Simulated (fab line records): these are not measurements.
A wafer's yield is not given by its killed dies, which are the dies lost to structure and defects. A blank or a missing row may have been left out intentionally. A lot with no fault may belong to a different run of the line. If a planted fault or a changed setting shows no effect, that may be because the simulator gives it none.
Chamber matching + flow n5Finfet + rieDiel-02 running N5_BEOL_M5_DESCUM_33: 4 sister chambers
The step chemistry O2, time 7 s. 4 wafers are shown with their chamber, then 7 later ones without.

== WAFERS PAIRED WITH THEIR CHAMBERS ==
| wafer  | chamber | drypumpMotorCurrentA (A) |
|--------|---------|--------------------------|
| L735.3 | 1       | 6.34                     |
| L748.4 | 0       | 5.83                     |
| L749.1 | 3       | 5.80                     |
| L749.5 | 2       | 5.46                     |

== WAFERS MISSING THEIR CHAMBER ==
| wafer  | drypumpMotorCurrentA (A) |
|--------|--------------------------|
| L749.6 | 6.32                     |
| L755.1 | 5.81                     |
| L755.4 | 6.32                     |
| L755.5 | 5.82                     |
| L756.1 | 6.33                     |
| L756.2 | 5.45                     |
| L756.4 | 5.82                     |

== CHAMBER TAKEN BY EACH ==
| wafer  | from the rows above     | in truth |
|--------|-------------------------|----------|
| L749.6 | 1                       | 1        |
| L755.1 | can't be placed: 3 or 0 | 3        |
| L755.4 | 1                       | 1        |
| L755.5 | can't be placed: 0 or 3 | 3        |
| L756.1 | 1                       | 1        |
| L756.2 | 2                       | 2        |
| L756.4 | can't be placed: 0 or 3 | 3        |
Placed correctly: 4 of 7. Can't be placed from these rows: 3 (the true chamber is among the candidates in 3). Number placed wrongly: 0.
How it was worked out, from the rows above alone: a wafer's distance from a chamber is the root of the sum, over the readings, of the square of ((its reading less the chamber's mean) divided by the reading's scatter). The wafer belongs to the nearest chamber; if the next one is less than 2 further off, it can't be placed. The mean given for a chamber averages the wafers shown for that chamber. The scatter (one wafer shown for each chamber): square how far every hidden wafer sits from the nearest shown wafer, average those squares and take the square root.
